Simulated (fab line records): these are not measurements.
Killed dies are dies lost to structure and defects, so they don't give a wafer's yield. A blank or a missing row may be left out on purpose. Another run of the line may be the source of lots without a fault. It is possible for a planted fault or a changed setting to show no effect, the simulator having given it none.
fab line records | flow nand_harc
[record] lots = 6 wafers = 18 last_day = 33
route steps=1302 shown A_DECK1_JOINT@530 END@1302
lots with no fault: from the same line, run without faults
start_h: hours from the record's first day to the start of the lot's first wafer shown | wait_h: hours from the lot's prior step to this one | " same as the row above | L1.1+2: a row that stands for several wafers | - no value, or no start given | * or withheld: withheld | < > ~ a bound
route shown NAME@n: a module of which the file shows steps, and the number in the route of the first | usual: average and standard deviation across the fault-free wafers | same: alike in all rows | chamber/n: place in a boat | sites: readings site by site | _std_site: the values' standard deviation | _edge_site: outer sites' mean less inner sites' | radius_mm: for every site, how far away it sits from the centre of the wafer | mask NAME#n: copy n | behind: the tool/chamber that last shaped the wafer | hold: cause of the lot's hold/its duration in hours/its outcome | device: the transistor (n, p or np) that didn't switch | end of line: the route-end tests of the same wafers | a step with no rows: only its recipe | killed: the dies lost at the first sort to structure and to defects; this is not the yield of the wafer | map: the dies of a wafer, with x for killed, . for not killed, _ for no die there
set.NAME: the setting as run; set.NAME@STEP: as run at that earlier step | model.NAME: the simulator's own value behind a step, which no gauge read
lots at selected steps of the route; one table per step, one row per wafer
services: from which hour (start_h, from the record's first day; less than 0 if before it) a tool's chamber was out of use, for how many hours, and why
[[steps]]
[step NHARC_A_DECK1_JOINT_ETCHBACK_00]
[recipe] target_depth_a = 300 time_s = 17.4 hbr_flow_sccm = 150 rf_w = 350 icp_w = 350 bias_w = 60 chemistry = HBr
[usual] drypump_motor_current_A = 5.66/0.28 oes_product_au = 1.002/0.01 throttle_valve_pct = 23.266/0.0094
// columns lot.wafer tool chamber start_h wait_h drypump_motor_current_A oes_product_au rf_hours_counter_h throttle_valve_pct
L697.1 rie_si-01 3 301.66 0.1 5.70 0.987 0.6 23.287
L697.3 " 1 " " 5.87 0.993 0.7 23.255
L697.5 " 0 " " 5.93 1.007 - 23.273
L703.3 rie_si-01 0 356.50 0.1 5.95 0.987 1.0 23.275
L703.4 " 1 " " 5.90 1.003 1.1 23.267
L703.5 " 3 " " 5.70 0.990 - 23.258
L712.3 rie_si-04 0 447.43 0.1 5.95 0.989 0.7 23.244
L712.1 " 1 " " 5.69 1.015 0.8 23.273
L712.6 " 0 " " 5.98 1.007 - 23.259
L713.1 rie_si-01 2 457.52 0.1 5.51 1.002 0.5 23.256
L713.4 " 3 " " 5.70 1.004 0.5 23.276
L713.5 " 1 " " 5.90 0.997 - 23.244
L714.4 rie_si-01 0 465.91 0.1 5.94 0.994 0.6 23.254
L714.1 " 1 " " 5.84 1.002 0.7 23.274
L714.6 " 1 " " 5.88 0.996 - 23.262
L715.1 rie_si-04 1 481.20 0.1 5.67 1.001 0.9 23.275
L715.4 " 2 " " 5.22 1.004 0.8 23.249
L715.2 " 3 " " 5.47 1.003 0.8 23.258
[step NHARC_A_DECK1_JOINT_PRECLEAN_30]
[recipe] time_s = * temp_c = 50 bath_age_min = 0 chemistry = SC1
[step NHARC_A_DECK1_JOINT_SRD_31]
[step NHARC_A_DECK1_JOINT_CVD_34]
[recipe] target_thk_a = 200 temp_c = 700 pressure_mtorr = 300 material = SiNx
[step NHARC_A_DECK1_JOINT_DEP_06]
[recipe] target_thk_a = 800 temp_c = 65 material = SiOx
[step NHARC_A_DECK1_JOINT_CURE_26]
[recipe] temp_c = 150 time_s = 32 pressure_atm = 0.395
[step NHARC_A_DECK1_JOINT_ANNEAL_27]
[recipe] temp_c = 400 time_s = 3600 idle_temp_c = 300 ramp_up_c_per_min = 10 densification_p_h2o_torr = 640
[step NHARC_A_DECK1_JOINT_ANNEAL_28]
[recipe] temp_c = 500 time_s = 1800 idle_temp_c = 400 ramp_up_c_per_min = 10 densification_p_h2o_torr = 640
[step NHARC_A_DECK1_JOINT_ANNEAL_29]
[recipe] temp_c = 750 time_s = 1800 idle_temp_c = 500 ramp_up_c_per_min = 10 ramp_down_c_per_min = 3
[step NHARC_A_DECK1_JOINT_CMP_02]
[recipe] material = SiOx
[usual] edge_zone_pressure_frac = 1.000/0.0049 motor_current_A = 12.6/1.5 pad_life_wafers = 203/100 slurry_filter_dp_kPa = 13.51/0.15
// columns lot.wafer tool chamber start_h wait_h edge_zone_pressure_frac motor_current_A pad_life_wafers slurry_filter_dp_kPa
L697.3 cmp-03 3 321.42 0.4 0.999 12.8 72 13.42
L697.1 " 1 " " 1.002 11.8 74 13.73
L697.5 " 0 " " 1.005 12.5 - 13.62
L703.4 cmp-03 3 378.35 0.4 1.000 13.5 288 13.20
L703.3 " 2 " " 1.001 13.9 291 13.60
L703.5 " 3 " " 1.011 13.2 - 13.51
L712.1 cmp-03 0 470.62 0.4 0.997 12.7 276 13.26
L712.3 " 2 " " 1.009 13.4 278 13.58
L712.6 " 0 " " 0.998 13.0 - 13.30
L713.1 cmp-03 1 479.29 0.4 0.996 11.7 300 13.60
L713.4 " 3 " " 1.007 13.8 302 13.37
L713.5 " 2 " " 0.996 13.1 - 13.44
L714.1 cmp-04 2 490.35 0.4 1.008 12.7 319 13.26
L714.4 " 3 " " 0.999 11.9 320 13.51
L714.6 " 2 " " 1.007 11.7 - 13.52
L715.4 cmp-01 1 503.04 0.4 0.999 12.7 72 13.53
L715.1 " 2 " " 0.996 11.4 73 13.54
L715.2 " 0 " " 1.010 12.1 75 13.41
[step NHARC_A_DECK1_JOINT_SRD_15]
[step NHARC_A_DECK1_JOINT_DEP_16]
[recipe] target_thk_a = 450 temp_c = 400 pressure_torr = 6.5 rf_w = 900 teos_flow_sccm = 161.4 flow_sccm = 2650 target_thk_nm = 45 gas = O2 material = SiO2
[usual] heater_power_w = 568/92 throttle_valve_pct = 15.9/0.71
// columns lot.wafer tool chamber start_h wait_h heater_power_w throttle_valve_pct
L697.3 pecvd-04 0 321.81 0.1 619 15.7
L697.1 " 1 " " 601 16.1
L697.5 " 2 " " 461 17.2
L703.3 pecvd-04 1 378.91 0.2 635 16.0
L703.5 " 1 " " 636 15.8
L703.4 " 2 " " 570 17.1
L712.1 pecvd-03 1 471.04 0.1 516 16.6
L712.3 " 2 " " 557 14.3
L712.6 " 2 " " 571 14.5
L713.1 pecvd-04 0 479.71 0.1 608 15.1
L713.5 " 2 " " 471 16.9
L713.4 " 0 " " 607 15.1
L714.1 pecvd-04 0 490.74 0.1 639 15.1
L714.6 " 2 " " 527 16.9
L714.4 " 1 " " 676 15.8
L715.1 pecvd-03 2 503.43 0.1 598 14.5
L715.2 " 0 " " 454 15.9
L715.4 " 2 " " 594 14.3
[step NHARC_A_DECK1_JOINT_THK_MEAS_17]
[recipe] thk_meas_gauge = ellipsometry
[usual] thk_nm = 45.2/1.1
// columns lot.wafer tool chamber start_h wait_h thk_nm
L697.1 film_metro-02 - 322.09 0.2 46.1
L697.3 " - " " 43.7
L697.5 " - " " 44.0
L703.3 film_metro-01 - 379.17 0.2 44.7
L703.4 " - " " 44.8
L703.5 " - " " 43.4
L712.1 film_metro-02 - 471.29 0.2 43.9
L712.3 " - " " 43.9
L712.6 " - " " 43.2
L713.1 film_metro-01 - 479.96 0.2 30.7
L713.4 " - " " 32.1
L713.5 " - " " 31.0
L714.1 film_metro-02 - 490.99 0.2 30.6
L714.4 " - " " 31.5
L714.6 " - " " 32.1
L715.1 film_metro-01 - 503.71 0.3 43.8
L715.2 " - " " 44.7
L715.4 " - " " 45.2
[step NHARC_A_DECK1_JOINT_INSPECT_05]
[usual] raw_defect_count = 354/150
// columns lot.wafer tool chamber start_h wait_h raw_defect_count
L697.1 defect_inspect-02 - 322.12 0.0 319
L697.3 " - " " 145
L697.5 " - " " 253
L703.3 defect_inspect-02 - 379.21 0.0 341
L703.4 " - " " 348
L703.5 " - " " 395
L712.1 defect_inspect-01 - 471.33 0.0 615
L712.3 " - " " 349
L712.6 " - " " 362
L713.1 defect_inspect-02 - 480.00 0.0 187
L713.4 " - " " 358
L713.5 " - " " 319
L714.1 defect_inspect-02 - 491.03 0.0 434
L714.4 " - " " 390
L714.6 " - " " 244
L715.1 defect_inspect-01 - 503.75 0.0 186
L715.2 " - " " 469
L715.4 " - " " 193
[step NHARC_END_SORT_01]
[recipe] temp_c = 25
[usual] killed_at_array = 53/19 killed_at_other = 0.7/1.1 killed_at_periphery = 4.2/2.7 killed_dies = 58/18 killed_open = 3.1/1.9 killed_short = 2.5/1.6
[same] gross_dies = 677
// columns lot.wafer tool chamber start_h wait_h killed_at_array killed_at_other killed_at_periphery killed_dies killed_open killed_short
L697.1 prober-02 0 596.30 2.5 36 1 7 44 3 1
L697.3 prober-02 0 597.92 3.1 35 2 3 40 3 1
L697.5 prober-02 0 599.53 3.7 51 1 2 54 4 3
// killed by level:class
L697.1 A_CONTACT:chamber_film_flake=13 A_CHANNEL_HOLE_D1:chamber_film_flake=10 A_CHANNEL_HOLE_D2:chamber_film_flake=6 A_STAIRCASE:chamber_film_flake=4 P_CONTACT:geometric_particle:open=2 P_STI:chamber_film_flake=2 A_CHANNEL_FILL_D1:chamber_film_flake=2 P_M0:geometric_particle:short=1
L697.3 A_CONTACT:chamber_film_flake=11 A_CHANNEL_HOLE_D1:chamber_film_flake=8 A_CHANNEL_HOLE_D2:chamber_film_flake=7 A_CHANNEL_FILL_D1:chamber_film_flake=3 P_GATE:chamber_film_flake=2 A_STAIRCASE:chamber_film_flake=2 THIN_TSV:chamber_film_flake=2 P_M0:geometric_particle:open=1
L697.5 A_CONTACT:chamber_film_flake=15 A_CHANNEL_HOLE_D2:chamber_film_flake=14 A_CHANNEL_HOLE_D1:chamber_film_flake=9 A_STAIRCASE:chamber_film_flake=3 A_CHANNEL_FILL_D2:geometric_particle:open=2 A_WL_FILL:geometric_particle:short=2 A_SLIT:chamber_film_flake=2 P_M0:geometric_particle:open=1
[[services]]
// columns tool chamber start_h hours kind
pecvd-04 0 282.41 - clean
cmp-01 - 283.61 4.0 pm
cmp-03 - 291.87 6.8 repair
cmp-04 - 307.00 4.0 pm
rie_si-04 0 307.25 6.8 repair
rie_si-04 1 310.68 15.3 repair
pecvd-04 2 331.74 12.7 repair
rie_si-04 - 342.00 9.0 pm
cmp-04 - 361.72 1.0 repair
pecvd-03 - 366.30 13.0 pm
rie_si-01 - 370.00 9.0 pm
cmp-01 - 381.61 4.0 pm
cmp-04 - 387.65 0.3 repair
cmp-03 - 387.95 1.4 repair
cmp-03 - 396.69 4.0 pm
cmp-04 - 405.00 4.0 pm
cmp-04 - 411.69 0.9 repair
pecvd-04 - 450.41 13.0 pm
rie_si-01 1 453.05 4.4 repair
rie_si-04 - 465.62 0.4 repair
cmp-01 - 479.61 4.0 pm
cmp-04 - 487.37 0.8 repair
cmp-03 - 494.69 4.0 pm
cmp-04 - 503.00 4.0 pm
[[key]]
[first_sign] step = NHARC_A_DECK1_JOINT_THK_MEAS_17 reading = thk_nm direction = down sigmas = 12 usual = 45.2 struck = 31.3
effect none on later readings
met_at NHARC_A_DECK1_JOINT_DEP_16
struck_wafers L713.1,L713.4,L713.5,L714.1,L714.4,L714.6
tester_left_out L713,L714
onset_between 378.91 479.71
also_fits NHARC_A_DECK1_JOINT_ETCHBACK_00:rie_si-01
[fault] kind = process_parameter_drift tool = pecvd-04 chamber = - onset_h = 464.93 steps = NHARC_A_DECK1_JOINT_DEP_16 channel = target_thk_nm offset = -13.348 shape = step end_h = 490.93 acts_in = these_recipes_only stated = 45
// tester_left_out: of these lots the tester's yield and bins aren't shown, on N5 and GAA mostly nor the transistor test; their killed dies are dies lost to structure and defects alone, not to doping, threshold or leakage, so they don't give the yield
